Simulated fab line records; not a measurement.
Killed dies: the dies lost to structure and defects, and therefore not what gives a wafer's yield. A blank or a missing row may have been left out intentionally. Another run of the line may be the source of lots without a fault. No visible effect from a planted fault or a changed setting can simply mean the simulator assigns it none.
fab line records	flow n5_finfet
[record] lots = 6	wafers = 18	last_day = 18
route steps=1938 shown BEOL_M2@891 BEOL_M4@1111
lots that met no fault: taken from a fault-free run of the same line
start_h: hours from the record's first day to the start of the lot's first wafer shown	wait_h: hours elapsed since this lot's preceding step	" identical to the entry in the row above	L1.1+2: several wafers, shown together as one row	- either no value or no given start	* or withheld: withheld	< > ~ a bound
route shown NAME@n: NAME is a module with steps in the file, n the number in the route of the first one	usual: mean and standard deviation over wafers with no fault	same: alike in all rows	chamber/n: place in a boat	sites: per-site readings	_std_site: how widely they spread, as a standard deviation	_edge_site: the outer-site mean with the inner-site mean subtracted	radius_mm: for every site, how far away it sits from the centre of the wafer	mask NAME#n: copy n	behind: the tool/chamber that last shaped the wafer	hold: reason for holding the lot/hours on hold/outcome of the hold	device: the n, p or np transistor that did not switch	end of line: tests run on the same wafers once the route is complete	step lacking rows: just its recipe	killed: the dies lost at the first sort to structure and to defects; this is not the yield of the wafer	map: shows each die of a wafer: x if killed, . if not, _ if none is there
set.NAME: the run value of the setting; set.NAME@STEP: its run value at that earlier step	model.NAME: the simulator's own value behind a step, which no gauge read
lots seen at some steps along the route; tables by step, rows by wafer
services: the hour from which a tool's chamber was out of use, counted from the record's first day as start_h (under 0 if before that day), plus the number of hours and why
[[steps]]
[step N5_BEOL_M2_ETCH_41]
[recipe] chemistry = CH3F/O2	target = SiCN	target_depth_a = 299	taper_deg = 2	time_s = 52.5	ion_energy_ev = 120	mask_material = TiN	pressure_mtorr = 30	source_w = 395	bias_w = 75	Ar_flow_sccm = 150	CH3F_flow_sccm = 30	O2_flow_sccm = 20
[step N5_BEOL_M2_STRIP_97]
[recipe] chemistry = N2/H2	time_s = 10	power_w = 450	temp_c = 40	pressure_mtorr = 20	rf_frequency_hz = 6e+07	bias_power_w = 7	n2_flow_sccm = 200	h2_flow_sccm = 200
[usual] drypump_motor_current_A = 5.9/0.55	oes_product_au = 0.75/0.052	rf_vpp_V = 59.2/0.87	showerhead_plenum_p_Torr = 2.53/0.078	throttle_valve_pct = 23.6/0.41
lot.wafer	tool	chamber	start_h	wait_h	drypump_motor_current_A	oes_product_au	rf_hours_counter_h	rf_vpp_V	showerhead_plenum_p_Torr	throttle_valve_pct
L471.2	rie_diel-02	0	-	-	5.7	0.79	145	59.3	2.53	23.4
L471.4	"	1	"	"	6.7	0.83	77	57.8	2.67	22.9
L471.5	"	2	"	"	6.1	0.79	-	59.9	2.56	23.7
L474.2	rie_diel-02	1	-	-	6.7	0.83	83	59.6	2.66	22.9
L474.3	"	0	"	"	5.7	0.78	152	58.4	2.52	23.4
L474.6	"	2	"	"	6.1	0.77	-	59.3	2.56	23.7
L477.2	rie_diel-02	2	-	-	6.1	0.78	120	58.7	2.56	23.7
L477.4	"	3	"	"	5.7	0.71	213	59.2	2.49	23.7
L477.6	"	3	"	"	5.7	0.72	-	59.1	2.49	23.7
L478.1	rie_diel-05	2	-	-	6.3	0.70	212	59.8	2.52	24.3
L478.2	"	3	"	"	5.5	0.84	64	59.9	2.47	23.7
L478.5	"	0	"	"	6.4	0.80	-	59.4	2.55	23.5
L484.1	rie_diel-06	3	-	-	5.0	0.71	204	57.5	2.42	23.2
L484.3	"	0	"	"	5.8	0.67	244	60.1	2.39	23.9
L484.4	"	1	"	"	5.5	0.68	219	57.4	2.40	24.2
L488.2	rie_diel-02	3	-	-	5.7	0.68	242	58.1	2.48	23.7
L488.3	"	2	"	"	6.1	0.73	151	59.0	2.55	23.7
L488.4	"	2	"	"	6.1	0.75	-	58.9	2.55	23.7
[step N5_BEOL_M2_OCD_MEAS_38]
[usual] trench_depth_nm = 54.9/0.94
lot.wafer	tool	chamber	start_h	wait_h	trench_depth_nm
L471.2	ocd-02	-	170.95	-	56.2
L471.4	"	-	"	"	55.9
L471.5	"	-	"	"	53.8
L474.2	ocd-02	-	190.89	-	55.6
L474.3	"	-	"	"	56.9
L474.6	"	-	"	"	54.5
L477.2	ocd-02	-	208.29	-	55.2
L477.4	"	-	"	"	55.1
L477.6	"	-	"	"	55.1
L478.1	ocd-02	-	225.24	-	53.3
L478.2	"	-	"	"	54.8
L478.5	"	-	"	"	56.0
L484.1	ocd-02	-	267.18	-	55.1
L484.3	"	-	"	"	53.8
L484.4	"	-	"	"	55.0
L488.2	ocd-02	-	295.28	-	54.6
L488.3	"	-	"	"	54.0
L488.4	"	-	"	"	54.4
[step N5_BEOL_M2_HM_STRIP_39]
[recipe] chemistry = peroxide_tin_strip	material = TiN	target_depth_a = 250	temp_c = 50	time_s = 158
[step N5_BEOL_M2_SRD_40]
[recipe] time_s = 30	temp_c = 23	rinse_liquid = diw	dry = ipa_marangoni
[step N5_BEOL_M2_PRECLEAN_42]
[recipe] chemistry = residue_remover	time_s = 60	temp_c = 40
[step N5_BEOL_M2_SRD_43]
[recipe] time_s = 30	temp_c = 23	rinse_liquid = diw	dry = ipa_marangoni
[step N5_BEOL_M2_CD_MEAS_35]
[recipe] target_cd_nm = 18	target_cd_y_nm = 22.2	polarity = opening
[usual] cd_nm = 18.0/0.39
lot.wafer	tool	chamber	start_h	wait_h	cd_nm
L471.2	cd_sem-01	-	171.12	0.0	17.5
L471.4	"	-	"	"	17.4
L471.5	"	-	"	"	18.0
L474.2	cd_sem-02	-	191.05	0.0	17.1
L474.3	"	-	"	"	17.2
L474.6	"	-	"	"	17.8
L477.2	cd_sem-03	-	208.45	0.0	17.8
L477.4	"	-	"	"	18.3
L477.6	"	-	"	"	17.6
L478.1	cd_sem-03	-	225.39	0.0	17.9
L478.2	"	-	"	"	17.4
L478.5	"	-	"	"	17.7
L484.1	cd_sem-03	-	267.34	0.0	18.3
L484.3	"	-	"	"	17.9
L484.4	"	-	"	"	18.4
L488.2	cd_sem-01	-	295.43	0.0	18.4
L488.3	"	-	"	"	17.5
L488.4	"	-	"	"	18.3
[step N5_BEOL_M2_DEGAS_44]
[recipe] ambient = vacuum	temp_c = 250	time_s = 60
[usual] heater_power_w = 337/31
lot.wafer	tool	chamber	start_h	wait_h	heater_power_w
L471.2	pvd_sputter-01	-	171.60	0.5	380
L471.4	"	-	"	"	296
L471.5	"	-	"	"	292
L474.2	pvd_sputter-03	-	191.64	0.6	338
L474.3	"	-	"	"	292
L474.6	"	-	"	"	336
L477.2	pvd_sputter-01	-	208.51	0.1	388
L477.4	"	-	"	"	364
L477.6	"	-	"	"	371
L478.1	pvd_sputter-02	-	225.43	0.0	370
L478.2	"	-	"	"	343
L478.5	"	-	"	"	332
L484.1	pvd_sputter-03	-	267.45	0.1	286
L484.3	"	-	"	"	336
L484.4	"	-	"	"	359
L488.2	pvd_sputter-02	-	295.55	0.1	338
L488.3	"	-	"	"	367
L488.4	"	-	"	"	332
[step N5_BEOL_M2_PRE_CLEAN_45]
[recipe] gas = H2/He	time_s = 30	temp_c = 250
[usual] heater_power_w = 338/31
lot.wafer	tool	chamber	start_h	wait_h	heater_power_w
L471.2	pvd_sputter-01	-	171.64	0.0	361
L471.4	"	-	"	"	303
L471.5	"	-	"	"	296
L474.2	pvd_sputter-03	-	191.68	0.0	338
L474.3	"	-	"	"	286
L474.6	"	-	"	"	352
L477.2	pvd_sputter-01	-	208.55	0.0	389
L477.4	"	-	"	"	372
L477.6	"	-	"	"	354
L478.1	pvd_sputter-02	-	225.47	0.0	366
L478.2	"	-	"	"	349
L478.5	"	-	"	"	340
L484.1	pvd_sputter-03	-	267.49	0.0	291
L484.3	"	-	"	"	332
L484.4	"	-	"	"	358
L488.2	pvd_sputter-02	-	295.59	0.0	338
L488.3	"	-	"	"	368
L488.4	"	-	"	"	333
[step N5_BEOL_M2_ALD_84]
[recipe] material = TaN	target_thk_a = *	temp_c = 275	ald_precursor_family = PDMAT	ald_co_reactant = NH3	pressure_torr = 3	carrier_flow_sccm = 1500	pulse_time_s = 2	purge_time_s = 3	co_reactant_purge_time_s = 2	co_reactant_pulse_time_s = 3	ald_cycles = 30	precursor_vessel_temp_c = 75	precursor_vessel_pressure_torr = 26.25	precursor_vessel_carrier_sccm = 1000
[step N5_BEOL_M2_SURFACE_TREAT_85]
[recipe] gas = Ar	time_s = *	ion_energy_ev = *	ion_current_ma_cm2 = 0.5	pressure_mtorr = *	ar_flow_sccm = 30
[usual] throttle_valve_pct = *
lot.wafer	tool	chamber	start_h	wait_h	throttle_valve_pct
L471.2	pvd_sputter-01	-	172.00	0.2	*
L471.4	"	-	"	"	*
L471.5	"	-	"	"	*
L474.2	pvd_sputter-03	-	192.16	0.3	*
L474.3	"	-	"	"	*
L474.6	"	-	"	"	*
L477.2	pvd_sputter-01	-	208.84	0.1	*
L477.4	"	-	"	"	*
L477.6	"	-	"	"	*
L478.1	pvd_sputter-02	-	225.76	0.1	*
L478.2	"	-	"	"	*
L478.5	"	-	"	"	*
L484.1	pvd_sputter-01	-	267.88	0.2	*
L484.3	"	-	"	"	*
L484.4	"	-	"	"	*
L488.2	pvd_sputter-02	-	296.01	0.2	*
L488.3	"	-	"	"	*
L488.4	"	-	"	"	*
[step N5_BEOL_M2_CVD_47]
[recipe] material = Co	target_thk_a = 30	temp_c = withheld	precursor = CCTBA/H2	pressure_torr = 30	time_s = 223.8
[usual] run_length_s = 246.9/0.37
lot.wafer	tool	chamber	start_h	wait_h	run_length_s
L471.2	cvd_co-02	2	172.29	0.3	246.6
L471.4	"	1	"	"	247.2
L471.5	"	0	"	"	247.5
L474.2	cvd_co-02	0	192.23	0.1	247.0
L474.3	"	2	"	"	246.6
L474.6	"	2	"	"	246.4
L477.2	cvd_co-02	2	208.90	0.0	339.4
L477.4	"	2	"	"	339.5
L477.6	"	1	"	"	247.1
L478.1	cvd_co-02	0	225.82	0.0	247.1
L478.2	"	2	"	"	340.3
L478.5	"	0	"	"	247.1
L484.1	cvd_co-01	0	268.05	0.1	246.7
L484.3	"	1	"	"	246.9
L484.4	"	0	"	"	246.7
L488.2	cvd_co-01	0	296.23	0.2	246.6
L488.3	"	2	"	"	247.0
L488.4	"	0	"	"	247.0
[step N5_BEOL_M2_SPUTTER_48]
[recipe] material = Cu	target_thk_a = 45	temp_c = -20	chamber_pressure_pa = 0.07	power_w = withheld	time_s = 8.29
[usual] chuck_sensor_temp_C = -16.0/0.46	throttle_valve_pct = 30.3/1
lot.wafer	tool	chamber	start_h	wait_h	chuck_sensor_temp_C	throttle_valve_pct
L471.2	pvd_sputter-02	-	173.86	1.5	-16.0	28.4
L471.4	"	-	"	"	-15.8	30.2
L471.5	"	-	"	"	-16.6	29.9
L474.2	pvd_sputter-03	-	192.40	0.1	-15.4	30.3
L474.3	"	-	"	"	-15.8	30.2
L474.6	"	-	"	"	-15.3	30.4
L477.2	pvd_sputter-01	-	209.06	0.1	-15.3	30.1
L477.4	"	-	"	"	-16.7	30.1
L477.6	"	-	"	"	-15.4	31.8
L478.1	pvd_sputter-03	-	225.98	0.1	-15.8	31.4
L478.2	"	-	"	"	-15.4	30.2
L478.5	"	-	"	"	-15.8	31.0
L484.1	pvd_sputter-01	-	268.24	0.1	-15.5	31.8
L484.3	"	-	"	"	-15.2	30.2
L484.4	"	-	"	"	-16.0	29.6
L488.2	pvd_sputter-03	-	296.44	0.1	-16.1	29.9
L488.3	"	-	"	"	-15.7	31.2
L488.4	"	-	"	"	-16.5	28.8
[step N5_BEOL_M4_RC_MEAS_101]
[usual] DIBL_N = 36.3/2	DIBL_P = 36.3/2.4	IOFF_N = 0.16/0.034	IOFF_P = 0.21/0.035	ION_N = 672/12	ION_P = 459/6.5	SS_N = 71.6/0.67	SS_P = 73.3/0.71	VT_N = 250/3.5	VT_P = -251/3
lot.wafer	tool	chamber	start_h	wait_h	DIBL_N[mV/V]	DIBL_P[mV/V]	IOFF_N[nA/um]	IOFF_P[nA/um]	ION_N[uA/um]	ION_P[uA/um]	SS_N[mV/dec]	SS_P[mV/dec]	VT_N[mV]	VT_P[mV]
L471.2	prober-01	0	200.65	0.2	33.3	34.2	0.12	0.17	661	459	70.4	72.8	255	-254
L471.4	"	0	"	"	36.5	36.6	0.17	0.21	681	462	71.0	73.9	248	-250
L471.5	"	0	"	"	32.1	32.3	0.10	0.15	662	454	70.0	72.3	256	-254
L474.2	prober-02	0	242.64	0.2	40.5	39.7	0.23	0.25	679	456	72.6	73.8	246	-248
L474.3	"	0	"	"	39.3	38.1	0.19	0.21	682	453	72.3	73.6	247	-253
L474.6	"	0	"	"	38.8	38.8	0.19	0.22	686	465	72.7	73.6	247	-251
L477.2	prober-02	0	260.28	0.2	40.1	40.2	0.22	0.26	698	473	71.9	73.5	244	-249
L477.4	"	0	"	"	38.7	37.5	0.16	0.21	667	456	72.5	73.5	250	-251
L477.6	"	0	"	"	38.3	36.6	0.15	0.20	662	453	71.8	73.2	251	-252
L478.1	prober-01	0	261.26	0.0	39.2	41.3	0.21	0.29	671	462	72.9	74.2	249	-248
L478.2	"	0	"	"	38.7	40.3	0.22	0.28	682	465	73.0	75.1	249	-242
L478.5	"	0	"	"	36.1	38.5	0.17	0.24	670	455	72.0	75.0	253	-247
L484.1	prober-02	0	308.21	0.0	37.4	37.5	0.17	0.20	680	459	71.4	73.3	249	-252
L484.3	"	0	"	"	37.2	36.5	0.17	0.19	679	454	72.1	73.0	249	-252
L484.4	"	0	"	"	35.2	35.1	0.14	0.17	676	457	71.1	73.0	249	-256
L488.2	prober-01	0	326.54	0.2	38.5	39.2	0.23	0.26	693	467	72.8	73.9	242	-247
L488.3	"	0	"	"	37.8	38.4	0.23	0.26	685	459	72.2	73.7	243	-247
L488.4	"	0	"	"	38.6	39.4	0.23	0.26	686	460	71.8	74.3	244	-245
[[services]]
tool	chamber	start_h	hours	kind
cvd_co-02	-	151.32	1.5	repair
rie_diel-05	0	161.45	14.5	repair
cvd_co-02	-	167.38	4.1	repair
cvd_co-02	2	174.06	10.5	repair
rie_diel-05	2	176.47	4.3	repair
pvd_sputter-02	-	197.53	7.5	repair
rie_diel-02	-	212.23	1.0	repair
rie_diel-06	-	227.77	0.4	repair
rie_diel-05	3	229.94	6.9	repair
cvd_co-01	2	232.36	3.2	repair
rie_diel-05	2	235.44	7.4	repair
rie_diel-05	-	260.09	1.4	repair
cvd_co-02	-	262.33	0.7	repair
cvd_co-02	-	283.54	14.6	pm
rie_diel-06	0	287.51	-	clean
rie_diel-06	0	287.51	-	consumable_replace:focus_ring
rie_diel-06	0	287.51	-	consumable_replace:showerhead
rie_diel-06	0	287.51	16.2	scheduled_down
rie_diel-06	0	287.51	16.2	vent_cycle
rie_diel-02	0	294.09	10.7	repair
[[key]]
[first_sign] step = N5_BEOL_M2_CVD_47	reading = run_length_s	direction = up	sigmas = 99+	usual = *	struck = *
effect none on later readings
met_at N5_BEOL_M2_CVD_47
struck_wafers L477.2,L477.4,L478.2
onset_between 192.23 208.90
[fault] kind = process_parameter_drift	tool = cvd_co-02	chamber = 2	onset_h = 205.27	steps = N5_BEOL_M2_CVD_47	channel = time_s	offset = *	shape = step	end_h = 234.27	acts_in = *	stated = *
